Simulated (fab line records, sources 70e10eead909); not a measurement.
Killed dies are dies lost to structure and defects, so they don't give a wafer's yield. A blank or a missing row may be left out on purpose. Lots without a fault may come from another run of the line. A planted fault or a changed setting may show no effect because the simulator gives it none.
fab line records | flow nand_harc
record lots=12 wafers=36 last_day=33
route steps=1302 shown P_GATE@215 P_CONTACT@248 P_M0@266
lots that met no fault: from a run of the same line without faults
start_h: hours from the record's first day to the start of the lot's first wafer shown | wait_h: hours since the lot's step before | " the same as in the row above | L1.1+2: a row that stands for several wafers | - no value, or no start given | * or withheld: withheld | < > ~ a bound
route shown NAME@n: a module of which the file shows steps, and the number in the route of the first | usual: mean/standard deviation of fault-free wafers | same: alike in all rows | chamber/n: place in a boat | sites: the reading at each site | _std_site: their standard deviation | _edge_site: outer sites' mean less inner sites' | radius_mm: how far each site lies from the wafer's centre | mask NAME#n: copy n | behind: the tool/chamber that last shaped the wafer | hold: why the lot was held/for how many hours/how that ended | device: the transistor (n, p or np) that didn't switch | end of line: the same wafers' tests at the end of the route | a step without rows: its recipe alone | killed: dies lost to structure and defects at the first sort, not the wafer's yield | map: a wafer's dies, x killed, . not, _ none there
set.NAME: the setting as run; set.NAME@STEP: as run at that earlier step | model.NAME: the simulator's own value behind a step, which no gauge read
steps of the route over a sample of lots; a table a step, a row a wafer
services: from which hour (start_h, from the record's first day; less than 0 if before it) a tool's chamber was out of use, for how many hours, and why
## steps
# step NHARC_P_GATE_RTA_82
# recipe temp_c=450 time_s=30
# usual lamp_power_pct=3.82/0.19 wafer_temp_C_max=452.9/1.1
# columns lot.wafer tool chamber start_h wait_h lamp_power_pct wafer_temp_C_max
L607.1 rtp_anneal-01 0 126.78 - 4.01 453.0
L607.2 " 0 " " 4.01 455.1
L607.5 " 0 " " 4.01 454.3
L609.1 rtp_anneal-02 0 149.91 - 3.63 452.1
L609.5 " 0 " " 3.63 452.4
L609.6 " 0 " " 3.63 451.7
L612.4 rtp_anneal-01 0 178.36 - 4.02 454.1
L612.5 " 0 " " 4.02 454.0
L612.6 " 0 " " 4.01 453.4
L613.1 rtp_anneal-02 0 194.30 - 3.63 451.9
L613.2 " 0 " " 3.63 452.0
L613.3 " 0 " " 3.62 451.9
L614.4 rtp_anneal-02 0 194.80 - 3.63 451.8
L614.5 " 0 " " 3.63 452.4
L614.6 " 0 " " 3.62 452.2
L621.2 rtp_anneal-02 0 263.69 - 3.63 452.2
L621.3 " 0 " " 3.63 452.6
L621.6 " 0 " " 3.63 451.5
L622.3 rtp_anneal-02 0 278.47 - 3.63 452.4
L622.5 " 0 " " 3.63 452.5
L622.6 " 0 " " 3.63 452.1
L623.1 rtp_anneal-01 0 285.95 - 4.01 453.1
L623.4 " 0 " " 4.02 455.0
L623.6 " 0 " " 4.01 454.7
L625.1 rtp_anneal-02 0 302.25 - 3.63 452.4
L625.4 " 0 " " 3.63 451.8
L625.5 " 0 " " 3.63 452.1
L626.1 rtp_anneal-02 0 314.84 - 3.62 452.0
L626.3 " 0 " " 3.62 452.5
L626.5 " 0 " " 3.63 452.6
L628.1 rtp_anneal-01 0 336.51 - 4.01 453.2
L628.4 " 0 " " 4.01 454.3
L628.5 " 0 " " 4.01 453.6
L629.2 rtp_anneal-01 0 347.96 - 4.01 453.5
L629.3 " 0 " " 4.01 454.2
L629.6 " 0 " " 4.01 454.1
# step NHARC_P_CONTACT_CVD_23
# recipe target_thk_a=2000 temp_c=300 pressure_torr=40 wf6_flow_sccm=40 h2_flow_sccm=1600 ar_flow_sccm=1560 time_s=557 material=W
# usual chamber_pressure_Torr=40.00/0.078 heater_power_w=480/42 throttle_valve_pct=8.00/0.25
# columns lot.wafer tool chamber start_h wait_h chamber_pressure_Torr heater_power_w throttle_valve_pct
L607.2 cvd_w-02 0 130.79 - 40.03 520 7.74
L607.1 " 1 " " 39.99 411 8.21
L607.5 " 1 " " 39.96 413 7.97
L609.1 cvd_w-01 1 154.11 - 39.97 501 8.23
L609.5 " 1 " " 40.00 505 7.80
L609.6 " 0 " " 40.08 505 8.72
L612.4 cvd_w-01 0 182.57 - 40.01 494 8.71
L612.5 " 1 " " 39.94 510 7.82
L612.6 " 0 " " 40.19 501 8.40
L613.2 cvd_w-01 1 198.32 - 39.90 500 7.72
L613.1 " 0 " " 39.99 511 8.25
L613.3 " 1 " " 39.91 497 7.69
L614.4 cvd_w-02 0 199.00 - 40.13 513 7.93
L614.6 " 1 " " 39.94 411 7.95
L614.5 " 0 " " 39.89 514 8.23
L621.2 cvd_w-02 0 267.78 - 39.93 511 7.81
L621.3 " 1 " " 39.98 417 7.95
L621.6 " 0 " " 39.98 511 7.86
L622.3 cvd_w-02 0 282.62 - 39.94 519 7.84
L622.6 " 0 " " 40.02 513 7.75
L622.5 " 1 " " 40.01 422 7.75
L623.1 cvd_w-01 0 290.42 - 39.93 502 8.37
L623.4 " 1 " " 40.18 504 8.11
L623.6 " 1 " " 39.98 507 7.87
L625.1 cvd_w-02 1 306.27 - 40.03 404 7.80
L625.4 " 0 " " 39.97 504 8.03
L625.5 " 0 " " 39.99 518 7.74
L626.1 cvd_w-02 0 318.85 - 39.92 507 7.84
L626.3 " 0 " " 39.80 514 8.03
L626.5 " 1 " " 40.03 412 8.02
L628.1 cvd_w-02 1 340.54 - 40.11 416 7.70
L628.4 " 1 " " 40.12 417 7.77
L628.5 " 1 " " 39.96 413 7.73
L629.2 cvd_w-01 0 352.06 - 40.04 518 8.06
L629.3 " 0 " " 39.97 514 8.37
L629.6 " 1 " " 40.12 518 8.07
# step NHARC_P_CONTACT_CMP_24
# recipe t_overpolish_s=30 target_thk_nm=200
# usual motor_current_A=12.0/0.99 overpolish_run_s=30.001/0.0086 slurry_flow_ml_min=150.1/0.47 time_to_endpoint_s=41/3.4
# columns lot.wafer tool chamber start_h wait_h motor_current_A overpolish_run_s slurry_flow_ml_min time_to_endpoint_s
L607.1 cmp-04 1 131.47 0.5 11.5 29.995 150.0 42
L607.2 " 2 " " 11.6 30.014 149.7 39
L607.5 " 1 " " 11.4 30.001 150.6 43
L609.1 cmp-04 2 154.80 0.6 10.7 29.996 150.1 40
L609.6 " 0 " " 11.7 29.997 150.5 35
L609.5 " 1 " " 11.6 29.997 149.4 38
L612.4 cmp-04 3 183.03 0.4 12.7 29.991 149.3 40
L612.6 " 0 " " 12.3 29.993 149.6 37
L612.5 " 1 " " 11.9 30.010 150.3 20
L613.3 cmp-03 2 198.96 0.4 10.9 30.005 149.9 22
L613.2 " 0 " " 13.1 30.001 149.5 14
L613.1 " 1 " " 13.7 29.999 149.6 43
L614.4 cmp-04 1 199.41 0.3 12.6 30.016 150.3 43
L614.5 " 0 " " 11.2 30.002 149.8 37
L614.6 " 1 " " 11.2 29.998 150.6 46
L621.2 cmp-04 0 268.33 0.5 11.6 29.987 149.9 41
L621.3 " 2 " " 10.7 30.004 149.1 45
L621.6 " 0 " " 11.6 29.999 148.8 42
L622.3 cmp-03 2 283.11 0.4 11.3 29.997 150.2 45
L622.6 " 1 " " 13.2 29.997 149.7 39
L622.5 " 2 " " 11.0 30.000 150.0 44
L623.4 cmp-04 2 291.06 0.3 11.6 29.996 150.2 45
L623.1 " 1 " " 11.5 30.001 149.8 44
L623.6 " 3 " " 12.7 30.009 149.9 43
L625.4 cmp-03 1 306.93 0.3 13.6 30.002 150.7 45
L625.1 " 0 " " 13.6 29.996 150.2 39
L625.5 " 1 " " 13.3 29.992 150.7 44
L626.1 cmp-03 0 319.50 0.6 13.4 29.999 150.0 33
L626.3 " 2 " " 11.2 30.000 150.8 44
L626.5 " 1 " " 13.1 29.990 150.3 43
L628.4 cmp-01 2 341.20 0.4 14.3 29.998 150.5 36
L628.1 " 3 " " 11.7 29.992 151.3 40
L628.5 " 3 " " 11.6 29.993 150.7 39
L629.2 cmp-04 2 352.66 0.5 11.6 30.010 150.4 37
L629.3 " 3 " " 12.9 29.990 150.4 39
L629.6 " 0 " " 11.4 30.011 150.1 35
# step NHARC_P_CONTACT_INSPECT_27
# usual raw_defect_count=307/120
# columns lot.wafer tool chamber start_h wait_h raw_defect_count
L607.1 defect_inspect-02 - 131.85 0.1 245
L607.2 " - " " 485
L607.5 " - " " 348
L609.1 defect_inspect-02 - 155.15 0.1 165
L609.5 " - " " 178
L609.6 " - " " 277
L612.4 defect_inspect-01 - 183.36 0.1 292
L612.5 " - " " 313
L612.6 " - " " 512
L613.1 defect_inspect-01 - 199.37 0.1 267
L613.2 " - " " 199
L613.3 " - " " 164
L614.4 defect_inspect-02 - 199.79 0.1 301
L614.5 " - " " 308
L614.6 " - " " 408
L621.2 defect_inspect-02 - 268.73 0.1 169
L621.3 " - " " 148
L621.6 " - " " 286
L622.3 defect_inspect-01 - 283.49 0.1 303
L622.5 " - " " 280
L622.6 " - " " 341
L623.1 defect_inspect-01 - 291.46 0.1 466
L623.4 " - " " 392
L623.6 " - " " 455
L625.1 defect_inspect-02 - 307.33 0.1 577
L625.4 " - " " 299
L625.5 " - " " 349
L626.1 defect_inspect-01 - 319.90 0.1 332
L626.3 " - " " 470
L626.5 " - " " 275
L628.1 defect_inspect-01 - 341.60 0.1 505
L628.4 " - " " 282
L628.5 " - " " 638
L629.2 defect_inspect-02 - 353.02 0.1 348
L629.3 " - " " 500
L629.6 " - " " 273
# step NHARC_P_M0_DESCUM_14
# recipe time_s=3 o2_flow_sccm=200 ar_flow_sccm=0 bias_power_w=0 chemistry=O2
# usual drypump_motor_current_A=5.7/0.45 oes_product_au=1.000/0.012 rf_vpp_V=57.5/0.79 showerhead_plenum_p_Torr=1.85/0.07 throttle_valve_pct=11.310/0.0096
# columns lot.wafer tool chamber start_h wait_h drypump_motor_current_A oes_product_au rf_hours_counter_h rf_vpp_V showerhead_plenum_p_Torr throttle_valve_pct
L607.2 rie_diel-02 3 132.93 0.1 5.2 1.021 27 59.8 1.83 11.306
L607.1 " 1 " " 6.0 1.019 26 57.8 1.96 11.308
L607.5 " 0 " " 6.1 0.997 - 56.1 1.93 11.305
L609.1 rie_diel-12 0 156.13 0.1 5.6 1.001 18 58.3 1.96 11.319
L609.6 " 2 " " 6.0 1.010 - 56.7 1.77 11.319
L609.5 " 3 " " 5.0 1.013 - 58.0 1.95 11.314
L612.4 rie_diel-13 1 184.34 0.1 6.2 0.980 2 57.9 1.79 11.313
L612.5 " 2 " " 6.4 1.006 - 57.3 1.85 11.317
L612.6 " 3 " " 5.5 1.008 - 57.6 1.84 11.311
L613.3 rie_diel-12 0 200.46 0.1 5.6 0.999 33 57.0 1.96 11.327
L613.1 " 1 " " 5.6 1.000 34 57.1 1.84 11.300
L613.2 " 2 " " 6.0 1.009 39 58.0 1.77 11.309
L614.4 rie_diel-12 3 200.92 0.1 5.1 1.014 38 57.5 1.95 11.308
L614.5 " 0 " " 5.6 1.008 - 58.0 1.96 11.312
L614.6 " 1 " " 5.5 0.993 - 57.2 1.84 11.300
L621.2 rie_diel-02 3 269.83 0.1 5.2 0.993 12 57.5 1.81 11.304
L621.3 " 1 " " 6.0 1.011 17 58.6 1.95 11.313
L621.6 " 0 " " 6.1 0.975 - 58.1 1.92 11.304
L622.3 rie_diel-02 3 284.59 0.1 5.2 0.988 20 56.8 1.81 11.309
L622.6 " 1 " " 6.0 0.999 - 58.6 1.95 11.304
L622.5 " 2 " " 5.7 1.029 - 56.4 1.81 11.329
L623.1 rie_diel-13 2 292.57 0.1 6.4 0.987 22 56.8 1.85 11.321
L623.4 " 0 " " 5.0 1.005 16 57.6 1.78 11.320
L623.6 " 2 " " 6.4 0.991 - 58.2 1.85 11.315
L625.1 rie_diel-13 0 308.56 0.2 5.0 1.010 18 57.3 1.78 11.310
L625.4 " 2 " " 6.4 0.989 24 58.0 1.85 11.311
L625.5 " 1 " " 6.2 0.982 - 57.8 1.78 11.326
L626.3 rie_diel-13 1 321.33 0.4 6.2 0.975 27 57.5 1.78 11.309
L626.1 " 2 " " 6.4 0.984 27 57.0 1.85 11.297
L626.5 " 0 " " 5.0 1.002 - 57.1 1.78 11.300
L628.1 rie_diel-12 1 342.56 0.1 5.5 0.985 22 56.1 1.82 11.307
L628.4 " 3 " " 5.1 1.004 21 57.4 1.93 11.302
L628.5 " 1 " " 5.5 0.990 - 56.3 1.83 11.309
L629.2 rie_diel-13 3 354.11 0.1 5.5 0.997 1 59.0 1.83 11.305
L629.3 " 2 " " 6.4 0.976 2 59.0 1.84 11.321
L629.6 " 3 " " 5.5 1.003 - 58.3 1.83 11.306
## services
# columns tool chamber start_h hours kind
cmp-03 - 104.30 1.8 repair
rtp_anneal-02 - 109.91 1.6 repair
cmp-04 - 111.00 4.0 pm
cmp-04 - 130.65 0.6 repair
rie_diel-13 3 132.21 16.0 repair
rie_diel-12 - 141.92 0.6 repair
cvd_w-02 - 145.14 1.0 repair
cmp-03 - 151.55 0.7 repair
cmp-03 - 162.00 4.0 pm
rie_diel-13 - 165.00 9.0 pm
cvd_w-01 - 177.29 0.6 repair
cvd_w-01 - 185.03 13.0 pm
cmp-04 - 209.00 4.0 pm
rie_diel-12 1 216.14 10.1 repair
rie_diel-13 2 222.53 4.4 repair
cvd_w-01 1 230.96 2.5 repair
rie_diel-13 0 231.29 34.5 repair
cmp-03 - 260.00 4.0 pm
rie_diel-12 0 268.99 3.2 repair
cvd_w-02 - 269.00 13.0 pm
rie_diel-12 - 269.15 9.0 pm
cmp-04 - 277.85 1.9 repair
cmp-04 - 307.00 4.0 pm
rie_diel-13 - 342.01 9.0 pm
## key
first_sign step=NHARC_P_CONTACT_CMP_24 reading=time_to_endpoint_s direction=down sigmas=6.6 usual=* struck=*
effect none on later readings
met_at NHARC_P_CONTACT_CVD_23
struck_lots L612,L613
struck_wafers L612.5,L613.2,L613.3
tester_left_out L612,L613
not_acting_at NHARC_P_GATE_RTA_82,NHARC_P_CONTACT_INSPECT_27,NHARC_P_M0_DESCUM_14
onset_between 154.11 182.57
fault kind=process_parameter_drift tool=cvd_w-01 chamber=1 onset_h=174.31 steps=NHARC_P_CONTACT_CVD_23 channel=target_thk_a offset=* shape=step end_h=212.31 acts_in=* stated=*
# tester_left_out: of these lots the tester's yield and bins aren't shown, on N5 and GAA mostly nor the transistor test; their killed dies are dies lost to structure and defects alone, not to doping, threshold or leakage, so they don't give the yield
